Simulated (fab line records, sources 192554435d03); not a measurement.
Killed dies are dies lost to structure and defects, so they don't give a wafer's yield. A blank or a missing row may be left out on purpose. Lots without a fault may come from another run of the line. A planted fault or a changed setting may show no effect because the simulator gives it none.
One fault seen from 2 desks | flow n5_finfet | each desk has only its own numbers; what lay behind them comes last

THE DEFECT DESK
What the inspections along the route counted, lot by lot: means of the sampled wafers that have a number. A lot is out of limits, marked OUT, if its mean lies more than 4 standard deviations from the usual mean; the brackets give that distance.
Columns: A = raw_defect_count at N5_BEOL_M15_INSPECT_30, usual 2.1
lot  | first seen here | A
L987 | day 13 15:10    | 2.3
L988 | day 14 14:35    | 1.0
L995 | day 15 12:28    | 2.7
L997 | day 15 20:57    | 2.7
L100 | day 16 04:10    | 2.0
L102 | day 17 11:29    | 2.0
L104 | day 17 12:16    | 1.7
L105 | day 17 22:44    | 3.3
L106 | day 18 16:13    | 3.0
L107 | day 18 16:15    | 2.3
This desk's finding: nothing out of limits on any of the 10 lots.

THE TOOL OWNER'S DESK: pvd_sputter-02
The tool's own readings at N5_BEOL_M15_SPUTTER_43 (material TaN, target thk 15 nm, time 24.19 s): means of the sampled wafers that have a number, for each lot that ran on this tool. A lot is out of limits, marked OUT, if its mean lies more than 4 standard deviations from the usual mean; the brackets give that distance.
Columns: A = bias_v at N5_BEOL_M15_SPUTTER_43, usual 168.7 V; B = cathode_dc_power_W at N5_BEOL_M15_SPUTTER_43, usual 15000 W; C = throttle_valve_pct at N5_BEOL_M15_SPUTTER_43, usual 30.6 %
lot  | first seen here | A     | B     | C
L987 | day 13 19:54    | 169.4 | 15004 | 29.8
L988 | day 14 16:58    | 170.4 | 15000 | 30.5
L995 | day 15 16:05    | 168.3 | 15000 | 30.4
L106 | day 18 17:52    | 169.2 | 15002 | 30.4
This desk's finding: nothing out of limits on any of the 4 lots.

PUT TOGETHER
The defect desk saw nothing out of limits.
The tool owner's desk saw nothing out of limits.

WHAT THE SIMULATOR HAD PUT IN
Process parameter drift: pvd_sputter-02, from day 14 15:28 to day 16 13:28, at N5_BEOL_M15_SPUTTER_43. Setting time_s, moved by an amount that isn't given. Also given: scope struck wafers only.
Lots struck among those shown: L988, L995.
